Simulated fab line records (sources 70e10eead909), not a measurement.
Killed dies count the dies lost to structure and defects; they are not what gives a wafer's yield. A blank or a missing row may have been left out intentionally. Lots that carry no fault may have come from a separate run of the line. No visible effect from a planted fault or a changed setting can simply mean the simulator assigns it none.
A struck lot beside a sound one + flow nandHarc + 15 out of 1159 route steps
Sound: the wafers L976.2, L976.3, L976.4. The struck wafers were L992.1, L992.3, L992.5. The cause comes at the end.
Each step with rows lists, per side, the tool, then ch with its chambers, then its first start. Under that, the readings that differ: sound wafers + struck wafers + difference of the means + sigmas: that difference in standard deviations of wafers without a fault.
alike: readings with means less than 2 such deviations apart, plus words and numbers identical on both sides. not compared: withheld readings, readings lacking a value on some wafer, bounds such as >300 that could conceal the same value, and numbers that have no deviation in the record and whose values overlap.
Wherever a step has rows on one side only, a row that says differs or no value, or a row with sigmas, the two part there. Numbers that don't overlap but have no deviation are shown without sigmas and don't part them. Lack of a reading on every wafer of one side parts them only where that side has two or more wafers.

NHARC_A_SGD_CUT_THK_MEAS_22: measures by ellipsometry.
  struck on filmMetro-01, day 18 04:10; sound on filmMetro-02, day 14 01:16
  alike: thkNm
then, 2 steps without rows for these wafers: NHARC_A_SGD_CUT_SRD_23; NHARC_A_SGD_CUT_ETCH_26 (etches SiO2 in dHF, target depth 45.8 nm).
NHARC_A_SGD_CUT_ETCHBACK_24: etches the open film in CH3F/O2, target depth 50 nm, time 92.857 s.
  sound on rieDiel-06 ch 0,1,2, day 14 01:30; struck on rieDiel-06 ch 2,3, day 18 04:23
  alike: drypumpMotorCurrentA, oesProductAu, rfFwdPowerW, rfVppV, showerheadPlenumPTorr, throttleValvePct
  not compared: rfHoursCounterH
NHARC_A_SGD_CUT_STRIP_28: strips in O2, time 20 s.
  sound: rieDiel-06 ch 0,1,3; struck: rieDiel-06 ch 0,2,3
  alike: drypumpMotorCurrentA, oesProductAu, rfVppV, showerheadPlenumPTorr, throttleValvePct
  not compared: rfHoursCounterH
NHARC_A_SGD_CUT_INSPECT_25:
  struck on defectInspect-01, day 18 04:40; sound on defectInspect-01, day 14 01:44
  alike: rawDefectCount
NHARC_A_SLIT_DEP_25: deposits SiO2, target thk 200 nm.
  sound on pecvd-02 ch 0,1, day 14 01:49; struck on pecvd-01 ch 0,2, day 18 04:44
  alike: heaterPowerW, mfcPrecursorSccm, rfFwdPowerW, throttleValvePct
NHARC_A_SLIT_DEP_00: deposits aC, target thk 3200 nm.
  sound on aclDep-01 ch 0, day 14 02:29; struck on aclDep-01 ch 0, day 18 10:41
  alike: throttleValvePct
NHARC_A_SLIT_DEP_23: deposits SiON, target thk 100 nm.
  sound on pecvd-04 ch 0,1,2, day 14 04:11; struck on pecvd-02 ch 0,2, day 18 12:38
  alike: heaterPowerW, rfFwdPowerW
then, 3 steps without rows for these wafers: NHARC_A_SLIT_DEHYDRATE_01 (time 120 s); NHARC_A_SLIT_HMDS_02 (time 30 s); NHARC_A_SLIT_COAT_03 (resist thk 90 nm).
NHARC_A_SLIT_SOFTBAKE_04: time 55 s.
  sound on lithoTrack-01 ch 0, day 14 04:00; struck on lithoTrack-01 ch 0, day 18 12:00
| reading               | sound                | struck               | difference | sigmas      |
|-----------------------|----------------------|----------------------|------------|-------------|
| heaterPowerTotalW (W) | 188.48 188.36 188.45 | 163.97 163.90 163.87 | -24.52     | -99 or more |
  alike: plateTempC
then, 1 step without rows for these wafers: NHARC_A_SLIT_EBR_05.
NHARC_END_SORT_01:
  the record has rows for the sound wafers here (prober-02 ch 0, day 19 22:13) and none for the struck ones

WHERE THEY PART
At NHARC_A_SLIT_SOFTBAKE_04 first; at NHARC_END_SORT_01 last (within this record only).

WHY: whatever the simulator had introduced
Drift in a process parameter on lithoTrack-01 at NHARC_A_SLIT_SOFTBAKE_04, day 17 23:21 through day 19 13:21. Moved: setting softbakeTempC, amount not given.
